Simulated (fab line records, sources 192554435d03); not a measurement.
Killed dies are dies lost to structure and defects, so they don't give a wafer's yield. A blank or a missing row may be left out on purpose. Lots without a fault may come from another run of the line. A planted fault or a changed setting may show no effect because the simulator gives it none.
Which tool did it? | flow n5_finfet | 22 lots, 66 wafers sampled, at 6 steps of a route of 1938

WHAT THE GAUGES READ, wafer by wafer
The record holds no reading of a measuring or inspecting step that can be judged against a usual standard deviation.

WHICH TOOL RAN EACH LOT (tool, then ch and the chambers of the sampled wafers, then the start)
lot  | N5_BEOL_M3_ANNEAL_51             | N5_BEOL_M3_CMP_52             | N5_BEOL_M3_PRE_CLEAN_60          | N5_BEOL_M4_ILD_DEP_00           | N5_BEOL_M4_DESCUM_16               | N5_BEOL_M4_STRIP_19
L074 | rtp_anneal-01 ch 0, day 7 06:33  | cmp-04 ch 0,3, day 7 06:59    | cvd_co-02 ch 0,1,2, day 7 07:17  | pecvd-03 ch 0,1,2, day 7 07:34  | rie_diel-02 ch 1,3, day 7 08:37    | rie_diel-02 ch 1,2, day 7 08:59
L075 | rtp_anneal-02 ch 0, day 7 13:31  | cmp-02 ch 0,2,3, day 7 13:47  | cvd_co-02 ch 0,2, day 7 14:04    | pecvd-04 ch 0,1,2, day 7 14:22  | rie_diel-01 ch 0,2,3, day 7 16:05  | rie_diel-05 ch 0,2,3, day 7 16:28
L076 | rtp_anneal-01 ch 0, day 7 18:50  | cmp-03 ch 1,2,3, day 7 19:08  | cvd_co-02 ch 0,2, day 7 19:28    | pecvd-01 ch 0,1,2, day 7 19:46  | rie_diel-05 ch 1,2,3, day 7 21:12  | rie_diel-05 ch 0,2, day 7 21:34
L078 | rtp_anneal-02 ch 0, day 8 12:50  | cmp-02 ch 2,3, day 8 13:08    | cvd_co-02 ch 0,1,2, day 8 13:25  | pecvd-04 ch 0,1,2, day 8 13:43  | rie_diel-02 ch 0,2,3, day 8 15:28  | rie_diel-05 ch 0,3, day 8 15:56
L079 | rtp_anneal-01 ch 0, day 8 15:55  | cmp-04 ch 0,2,3, day 8 16:13  | cvd_co-02 ch 1,2, day 8 16:31    | pecvd-04 ch 1,2, day 8 16:47    | rie_diel-02 ch 0,2,3, day 8 20:18  | rie_diel-05 ch 0,2,3, day 8 20:47
L082 | rtp_anneal-01 ch 0, day 9 05:04  | cmp-04 ch 0,1,3, day 9 05:24  | cvd_co-02 ch 1,2, day 9 05:41    | pecvd-03 ch 1,2, day 9 05:59    | rie_diel-05 ch 1,2,3, day 9 06:40  | rie_diel-01 ch 1,2,3, day 9 07:02
L083 | rtp_anneal-02 ch 0, day 9 05:16  | cmp-03 ch 0,1,2, day 9 05:34  | cvd_co-01 ch 0,2, day 9 05:58    | pecvd-03 ch 1,2, day 9 06:15    | rie_diel-02 ch 0,1,3, day 9 08:23  | rie_diel-02 ch 1,3, day 9 08:52
L081 | rtp_anneal-01 ch 0, day 9 07:55  | cmp-02 ch 0,1,2, day 9 08:10  | cvd_co-02 ch 1,2, day 9 08:29    | pecvd-01 ch 0,1, day 9 08:47    | rie_diel-01 ch 0,1,3, day 9 09:43  | rie_diel-05 ch 0,1,3, day 9 10:10
L084 | rtp_anneal-01 ch 0, day 9 22:17  | cmp-02 ch 0,1,3, day 9 22:38  | cvd_co-01 ch 0,1,2, day 9 22:55  | pecvd-03 ch 0,1, day 9 23:13    | rie_diel-01 ch 0,1, day 10 00:37   | rie_diel-01 ch 0,3, day 10 01:01
L085 | rtp_anneal-01 ch 0, day 10 00:08 | cmp-02 ch 0,1,2, day 10 00:25 | cvd_co-01 ch 1,2, day 10 00:40   | pecvd-04 ch 0,1, day 10 01:00   | rie_diel-05 ch 0,1,3, day 10 02:38 | rie_diel-01 ch 0,1,2, day 10 03:06
L086 | rtp_anneal-01 ch 0, day 10 18:09 | cmp-03 ch 0,2,3, day 10 18:37 | cvd_co-02 ch 0,2, day 10 18:56   | pecvd-01 ch 0,1, day 10 19:14   | rie_diel-05 ch 1,2,3, day 10 21:22 | rie_diel-01 ch 0,2,3, day 10 21:47
L088 | rtp_anneal-01 ch 0, day 10 20:38 | cmp-04 ch 0,1,3, day 10 20:58 | cvd_co-01 ch 0,1,2, day 10 21:23 | pecvd-01 ch 0,1, day 10 21:41   | rie_diel-01 ch 0,1,2, day 11 00:28 | rie_diel-02 ch 0,1,2, day 11 00:50
L087 | rtp_anneal-02 ch 0, day 10 23:23 | cmp-04 ch 0,1,3, day 10 23:47 | cvd_co-01 ch 1,2, day 11 00:02   | pecvd-01 ch 0,1,2, day 11 00:19 | rie_diel-01 ch 0,2,3, day 11 01:58 | rie_diel-01 ch 0,1,2, day 11 02:19
L089 | rtp_anneal-02 ch 0, day 11 01:16 | cmp-04 ch 0,1,2, day 11 01:34 | cvd_co-01 ch 1,2, day 11 01:52   | pecvd-03 ch 0,2, day 11 02:09   | rie_diel-05 ch 0,2,3, day 11 03:59 | rie_diel-01 ch 0,2,3, day 11 04:22
L090 | rtp_anneal-01 ch 0, day 11 07:10 | cmp-03 ch 1,2,3, day 11 07:28 | cvd_co-01 ch 0,1, day 11 07:47   | pecvd-01 ch 0,2, day 11 08:07   | rie_diel-05 ch 0,1,3, day 11 09:43 | rie_diel-01 ch 2,3, day 11 10:07
L091 | rtp_anneal-02 ch 0, day 11 09:03 | cmp-02 ch 0,1,2, day 11 09:22 | cvd_co-01 ch 0,2, day 11 09:41   | pecvd-01 ch 1,2, day 11 09:58   | rie_diel-01 ch 0,1,3, day 11 11:47 | rie_diel-02 ch 2,3, day 11 12:14
L092 | rtp_anneal-01 ch 0, day 11 14:55 | cmp-03 ch 0,2,3, day 11 15:14 | cvd_co-02 ch 0,2, day 11 15:27   | pecvd-04 ch 1,2, day 11 15:44   | rie_diel-02 ch 2,3, day 11 17:29   | rie_diel-02 ch 0,2,3, day 11 17:52
L093 | rtp_anneal-01 ch 0, day 12 04:28 | cmp-03 ch 0,1,2, day 12 04:44 | cvd_co-02 ch 0,1,2, day 12 04:59 | pecvd-03 ch 0,1,2, day 12 05:16 | rie_diel-02 ch 2,3, day 12 09:55   | rie_diel-01 ch 1,2,3, day 12 10:19
L095 | rtp_anneal-01 ch 0, day 12 19:07 | cmp-02 ch 1,2,3, day 12 19:27 | cvd_co-01 ch 0,1,2, day 12 19:45 | pecvd-01 ch 1, day 12 20:02     | rie_diel-01 ch 0,1,2, day 12 21:44 | rie_diel-02 ch 0,3, day 12 22:07
L094 | rtp_anneal-01 ch 0, day 12 23:19 | cmp-04 ch 0,1,3, day 12 23:37 | cvd_co-01 ch 1,2, day 12 23:55   | pecvd-03 ch 0,1,2, day 13 00:11 | rie_diel-01 ch 1,2, day 13 01:38   | rie_diel-05 ch 1,2,3, day 13 02:00
L096 | rtp_anneal-02 ch 0, day 13 04:32 | cmp-03 ch 0,2,3, day 13 04:50 | cvd_co-02 ch 0,1,2, day 13 05:10 | pecvd-01 ch 0,2, day 13 05:28   | rie_diel-05 ch 0,1,3, day 13 06:40 | rie_diel-02 ch 0,1,3, day 13 07:01
L097 | rtp_anneal-02 ch 0, day 13 16:38 | cmp-02 ch 1,2,3, day 13 17:23 | cvd_co-02 ch 0,1, day 13 17:48   | pecvd-03 ch 0,1,2, day 13 18:05 | rie_diel-01 ch 1,2,3, day 13 20:35 | rie_diel-05 ch 0,1, day 13 20:56
- N5_BEOL_M3_ANNEAL_51: time 90 s.
- N5_BEOL_M3_CMP_52: polishes, stops on SiOC, t overpolish 6.8 s, target thk 40 nm.
- N5_BEOL_M3_PRE_CLEAN_60: time 15 s.
- N5_BEOL_M4_ILD_DEP_00: deposits SiOC from DEMS/O2, target thk 79 nm, time 15.3 s.
- N5_BEOL_M4_DESCUM_16: chemistry O2, time 7 s.
- N5_BEOL_M4_STRIP_19: strips in O2.

WHAT THE TOOLS THEMSELVES READ (means of the sampled wafers that have a number; where no wafer has one, the mark that the record gives instead)
N5_BEOL_M3_ANNEAL_51. Usual: anneal_temp_c_max 225.79, standard deviation 0.26; wafer_temp_C_max 225.98, standard deviation 0.26.
lot  | tool          | anneal_temp_c_max | wafer_temp_C_max | flag
L074 | rtp_anneal-01 | 225.98            | 226.27           |
L075 | rtp_anneal-02 | 225.31            | 225.88           |
L076 | rtp_anneal-01 | 225.79            | 226.08           |
L078 | rtp_anneal-02 | 225.87            | 225.94           |
L079 | rtp_anneal-01 | 225.61            | 226.11           |
L082 | rtp_anneal-01 | 226.04            | 225.97           |
L083 | rtp_anneal-02 | 225.61            | 225.59           |
L081 | rtp_anneal-01 | 225.93            | 225.93           |
L084 | rtp_anneal-01 | 226.16            | 226.18           |
L085 | rtp_anneal-01 | 225.61            | 226.18           |
L086 | rtp_anneal-01 | 225.92            | 226.07           |
L088 | rtp_anneal-01 | 225.94            | 226.18           |
L087 | rtp_anneal-02 | 226.03            | 225.95           |
L089 | rtp_anneal-02 | 225.70            | 225.67           |
L090 | rtp_anneal-01 | 225.95            | 226.15           |
L091 | rtp_anneal-02 | 225.54            | 226.06           |
L092 | rtp_anneal-01 | 226.11            | 225.84           |
L093 | rtp_anneal-01 | 226.13            | 225.99           |
L095 | rtp_anneal-01 | 226.12            | 226.20           |
L094 | rtp_anneal-01 | 225.92            | 226.33           |
L096 | rtp_anneal-02 | 225.69            | 225.82           |
L097 | rtp_anneal-02 | 225.65            | 226.00           |

N5_BEOL_M3_CMP_52. Usual: barrier_field_endpoint_s 24.8 s, standard deviation 0.59; clearing_platen_rpm 50.000 rpm, standard deviation 0.025; motor_current_A 6.1 A, standard deviation 0.46; overpolish_run_s 6.799 s, standard deviation 0.0088; pad_life_wafers 922, standard deviation 570; time_to_endpoint_s 63.2 s, standard deviation 2.9.
lot  | tool   | barrier_field_endpoint_s (s) | clearing_platen_rpm (rpm) | motor_current_A (A) | overpolish_run_s (s) | pad_life_wafers | time_to_endpoint_s (s) | flag
L074 | cmp-04 | 24.7                         | 50.002                    | 6.1                 | 6.804                | 1880            | 65.1                   |
L075 | cmp-02 | 25.3                         | 50.003                    | 5.8                 | 6.793                | 920             | 63.9                   |
L076 | cmp-03 | 24.8                         | 50.009                    | 6.4                 | 6.802                | 73              | 61.4                   |
L078 | cmp-02 | 25.0                         | 50.002                    | 5.6                 | 6.804                | 1111            | 61.7                   |
L079 | cmp-04 | 24.8                         | 50.002                    | 6.1                 | 6.792                | 152             | 64.3                   |
L082 | cmp-04 | 25.1                         | 50.005                    | 6.1                 | 6.806                | 248             | 63.0                   |
L083 | cmp-03 | 25.1                         | 49.977                    | 6.3                 | 6.799                | 361             | 65.7                   |
L081 | cmp-02 | 24.7                         | 50.009                    | 6.2                 | 6.793                | 1274            | 64.6                   |
L084 | cmp-02 | 25.0                         | 49.986                    | 5.9                 | 6.799                | 1388            | 61.1                   |
L085 | cmp-02 | 25.2                         | 49.991                    | 6.4                 | 6.798                | 1400            | 61.0                   |
L086 | cmp-03 | 24.8                         | 50.002                    | 6.4                 | 6.799                | 674             | 62.5                   |
L088 | cmp-04 | 24.3                         | 49.985                    | 6.1                 | 6.805                | 613             | 60.0                   |
L087 | cmp-04 | 24.9                         | 50.009                    | 6.2                 | 6.798                | 626             | 64.2                   |
L089 | cmp-04 | 24.3                         | 50.011                    | 6.1                 | 6.800                | 638             | 63.3                   |
L090 | cmp-03 | 25.1                         | 50.002                    | 6.5                 | 6.795                | 823             | 63.4                   |
L091 | cmp-02 | 25.2                         | 49.998                    | 6.2                 | 6.809                | 1615            | 66.0                   |
L092 | cmp-03 | 24.1                         | 49.992                    | 6.5                 | 6.792                | 903             | 63.3                   |
L093 | cmp-03 | 24.8                         | 49.978                    | 6.5                 | 6.795                | 969             | 63.7                   |
L095 | cmp-02 | 23.7                         | 49.995                    | 6.0                 | 6.799                | 1910            | 60.2                   |
L094 | cmp-04 | 24.8                         | 49.996                    | 6.2                 | 6.804                | 896             | 63.3                   |
L096 | cmp-03 | 25.1                         | 50.003                    | 6.4                 | 6.797                | 1154            | 61.4                   |
L097 | cmp-02 | 24.8                         | 49.990                    | 6.2                 | 6.799                | 2102            | 61.8                   |

N5_BEOL_M3_PRE_CLEAN_60. Usual: heater_power_w 93 W, standard deviation 16; rf_fwd_power_W 296.8 W, standard deviation 1.2.
lot  | tool      | heater_power_w (W) | rf_fwd_power_W (W) | flag
L074 | cvd_co-02 | 99                 | 296.6              |
L075 | cvd_co-02 | 96                 | 296.6              |
L076 | cvd_co-02 | 87                 | 297.0              |
L078 | cvd_co-02 | 100                | 296.5              |
L079 | cvd_co-02 | 102                | 297.1              |
L082 | cvd_co-02 | 92                 | 296.5              |
L083 | cvd_co-01 | 87                 | 296.2              |
L081 | cvd_co-02 | 104                | 295.8              |
L084 | cvd_co-01 | 85                 | 297.1              |
L085 | cvd_co-01 | 92                 | 297.0              |
L086 | cvd_co-02 | 86                 | 296.7              |
L088 | cvd_co-01 | 86                 | 296.7              |
L087 | cvd_co-01 | 94                 | 296.4              |
L089 | cvd_co-01 | 94                 | 297.3              |
L090 | cvd_co-01 | 82                 | 296.7              |
L091 | cvd_co-01 | 88                 | 296.7              |
L092 | cvd_co-02 | 97                 | 297.4              |
L093 | cvd_co-02 | 102                | 296.8              |
L095 | cvd_co-01 | 85                 | 297.1              |
L094 | cvd_co-01 | 95                 | 295.1              |
L096 | cvd_co-02 | 102                | 297.0              |
L097 | cvd_co-02 | 109                | 296.1              |

N5_BEOL_M4_ILD_DEP_00. Usual: heater_power_w 516 W, standard deviation 93; rf_fwd_power_W 492.8 W, standard deviation 2.2; showerhead_plenum_p_Torr 5.695 Torr, standard deviation 0.017; susceptor_temp_C 350.02 C, standard deviation 0.2; throttle_valve_pct 12.3 %, standard deviation 0.68.
lot  | tool     | heater_power_w (W) | rf_fwd_power_W (W) | showerhead_plenum_p_Torr (Torr) | susceptor_temp_C (C) | throttle_valve_pct (%) | flag
L074 | pecvd-03 | 548                | 493.3              | 5.699                           | 349.92               | 11.9                   |
L075 | pecvd-04 | 613                | 493.6              | 5.691                           | 349.91               | 12.0                   |
L076 | pecvd-01 | 457                | 491.7              | 5.696                           | 349.82               | 12.7                   |
L078 | pecvd-04 | 558                | 494.3              | 5.699                           | 349.91               | 12.1                   |
L079 | pecvd-04 | 610                | 492.9              | 5.686                           | 350.02               | 11.8                   |
L082 | pecvd-03 | 535                | 493.6              | 5.692                           | 350.32               | 12.0                   |
L083 | pecvd-03 | 528                | 493.5              | 5.677                           | 349.94               | 12.1                   |
L081 | pecvd-01 | 363                | 491.3              | 5.690                           | 350.04               | 13.0                   |
L084 | pecvd-03 | 575                | 491.1              | 5.695                           | 350.00               | 12.0                   |
L085 | pecvd-04 | 646                | 494.0              | 5.681                           | 350.07               | 12.4                   |
L086 | pecvd-01 | 424                | 491.6              | 5.694                           | 350.19               | 12.9                   |
L088 | pecvd-01 | 389                | 491.3              | 5.692                           | 349.85               | 12.7                   |
L087 | pecvd-01 | 432                | 490.7              | 5.700                           | 350.01               | 12.6                   |
L089 | pecvd-03 | 511                | 494.4              | 5.693                           | 350.10               | 11.5                   |
L090 | pecvd-01 | 467                | 495.3              | 5.695                           | 350.04               | 12.0                   |
L091 | pecvd-01 | 451                | 492.5              | 5.711                           | 350.09               | 13.0                   |
L092 | pecvd-04 | 607                | 493.8              | 5.687                           | 350.16               | 11.8                   |
L093 | pecvd-03 | 543                | 493.1              | 5.686                           | 349.99               | 11.7                   |
L095 | pecvd-01 | 443                | 491.5              | 5.707                           | 350.16               | 13.5                   |
L094 | pecvd-03 | 546                | 493.3              | 5.685                           | 350.13               | 11.8                   |
L096 | pecvd-01 | 457                | 491.7              | 5.701                           | 350.11               | 12.2                   |
L097 | pecvd-03 | 537                | 492.2              | 5.696                           | 349.90               | 11.9                   |

N5_BEOL_M4_DESCUM_16. Usual: drypump_motor_current_A 5.7 A, standard deviation 0.45; oes_product_au 0.79 a.u., standard deviation 0.073; rf_fwd_power_W 49.47 W, standard deviation 0.24; rf_vpp_V 243.4 V, standard deviation 1.2; showerhead_plenum_p_Torr 2.11 Torr, standard deviation 0.056; throttle_valve_pct 20.53 %, standard deviation 0.21.
lot  | tool        | drypump_motor_current_A (A) | oes_product_au (a.u.) | rf_fwd_power_W (W) | rf_vpp_V (V) | showerhead_plenum_p_Torr (Torr) | throttle_valve_pct (%) | flag
L074 | rie_diel-02 | 5.7                         | 0.73                  | 49.39              | 242.9        | 2.06                            | 20.49                  |
L075 | rie_diel-01 | 5.5                         | 0.81                  | 49.52              | 242.3        | 2.09                            | 20.48                  |
L076 | rie_diel-05 | 5.8                         | 0.80                  | 49.37              | 243.2        | 2.11                            | 20.47                  |
L078 | rie_diel-02 | 5.9                         | 0.82                  | 49.58              | 244.4        | 2.14                            | 20.45                  |
L079 | rie_diel-02 | 5.9                         | 0.83                  | 49.57              | 244.9        | 2.14                            | 20.45                  |
L082 | rie_diel-05 | 5.8                         | 0.80                  | 49.34              | 243.4        | 2.11                            | 20.48                  |
L083 | rie_diel-02 | 5.9                         | 0.77                  | 49.53              | 242.2        | 2.08                            | 20.51                  |
L081 | rie_diel-01 | 5.5                         | 0.77                  | 49.49              | 243.6        | 2.13                            | 20.51                  |
L084 | rie_diel-01 | 5.2                         | 0.71                  | 49.38              | 244.3        | 2.14                            | 20.78                  |
L085 | rie_diel-05 | 6.0                         | 0.76                  | 49.21              | 242.8        | 2.10                            | 20.56                  |
L086 | rie_diel-05 | 5.8                         | 0.78                  | 49.21              | 243.7        | 2.10                            | 20.50                  |
L088 | rie_diel-01 | 5.2                         | 0.84                  | 49.48              | 242.8        | 2.09                            | 20.59                  |
L087 | rie_diel-01 | 5.5                         | 0.78                  | 49.49              | 243.0        | 2.08                            | 20.52                  |
L089 | rie_diel-05 | 5.8                         | 0.79                  | 49.38              | 242.9        | 2.10                            | 20.51                  |
L090 | rie_diel-05 | 6.0                         | 0.76                  | 49.35              | 242.9        | 2.09                            | 20.58                  |
L091 | rie_diel-01 | 5.5                         | 0.85                  | 49.58              | 243.3        | 2.12                            | 20.40                  |
L092 | rie_diel-02 | 5.7                         | 0.75                  | 49.67              | 243.7        | 2.11                            | 20.48                  |
L093 | rie_diel-02 | 6.0                         | 0.78                  | 49.64              | 244.6        | 2.16                            | 20.47                  |
L095 | rie_diel-01 | 5.2                         | 0.80                  | 49.80              | 242.6        | 2.08                            | 20.63                  |
L094 | rie_diel-01 | 5.3                         | 0.85                  | 49.69              | 243.6        | 2.11                            | 20.64                  |
L096 | rie_diel-05 | 6.0                         | 0.74                  | 49.27              | 242.6        | 2.09                            | 20.61                  |
L097 | rie_diel-01 | 5.6                         | 0.82                  | 49.65              | 243.3        | 2.10                            | 20.57                  |

N5_BEOL_M4_STRIP_19. Usual: drypump_motor_current_A 5.7 A, standard deviation 0.44; oes_product_au 0.80 a.u., standard deviation 0.073; rf_vpp_V 3.7 V, standard deviation 0.46; showerhead_plenum_p_Torr 2.11 Torr, standard deviation 0.056; throttle_valve_pct 16.76 %, standard deviation 0.2.
lot  | tool        | drypump_motor_current_A (A) | oes_product_au (a.u.) | rf_vpp_V (V) | showerhead_plenum_p_Torr (Torr) | throttle_valve_pct (%) | flag
L074 | rie_diel-02 | 6.3                         | 0.85                  | 3.3          | 2.18                            | 16.63                  |
L075 | rie_diel-05 | 5.8                         | 0.83                  | 3.6          | 2.12                            | 16.69                  |
L076 | rie_diel-05 | 5.5                         | 0.85                  | 3.8          | 2.13                            | 16.75                  |
L078 | rie_diel-05 | 6.0                         | 0.80                  | 3.8          | 2.11                            | 16.76                  |
L079 | rie_diel-05 | 5.8                         | 0.81                  | 3.9          | 2.11                            | 16.71                  |
L082 | rie_diel-01 | 5.6                         | 0.77                  | 3.9          | 2.11                            | 16.89                  |
L083 | rie_diel-02 | 5.7                         | 0.72                  | 3.6          | 2.06                            | 16.80                  |
L081 | rie_diel-05 | 6.0                         | 0.77                  | 4.3          | 2.10                            | 16.79                  |
L084 | rie_diel-01 | 5.4                         | 0.79                  | 3.8          | 2.11                            | 16.58                  |
L085 | rie_diel-01 | 5.2                         | 0.73                  | 3.5          | 2.09                            | 16.98                  |
L086 | rie_diel-01 | 5.5                         | 0.78                  | 3.5          | 2.08                            | 16.75                  |
L088 | rie_diel-02 | 6.2                         | 0.78                  | 3.3          | 2.14                            | 16.74                  |
L087 | rie_diel-01 | 5.2                         | 0.83                  | 3.5          | 2.09                            | 16.83                  |
L089 | rie_diel-01 | 5.5                         | 0.78                  | 3.6          | 2.08                            | 16.77                  |
L090 | rie_diel-01 | 5.5                         | 0.78                  | 3.8          | 2.06                            | 16.89                  |
L091 | rie_diel-02 | 6.0                         | 0.80                  | 3.8          | 2.17                            | 16.67                  |
L092 | rie_diel-02 | 5.9                         | 0.79                  | 3.9          | 2.14                            | 16.72                  |
L093 | rie_diel-01 | 5.6                         | 0.84                  | 3.4          | 2.10                            | 16.76                  |
L095 | rie_diel-02 | 5.7                         | 0.78                  | 3.3          | 2.10                            | 16.78                  |
L094 | rie_diel-05 | 5.8                         | 0.77                  | 3.1          | 2.10                            | 16.81                  |
L096 | rie_diel-02 | 5.9                         | 0.82                  | 3.7          | 2.07                            | 16.70                  |
L097 | rie_diel-05 | 5.8                         | 0.73                  | 3.6          | 2.10                            | 16.97                  |

THE ANSWER, worked out from the rows above alone
Rule: a lot is off if the mean of its wafers that have a number lies more than 3 standard deviations from the usual mean. A lot without any number at a reading at which 4 lots or more have one is off too. The other lots that the step has rows for count as sound. The gauges are gone through in route order, then the tools' own readings, and for those a lot's mean is taken as printed above. The first step at which some lot is off is used, and at that step the reading that is off furthest; a lot without a number counts as furthest.
No lot is off at any reading shown: from this, nothing can be told.

WHAT THE SIMULATOR HAD PUT IN
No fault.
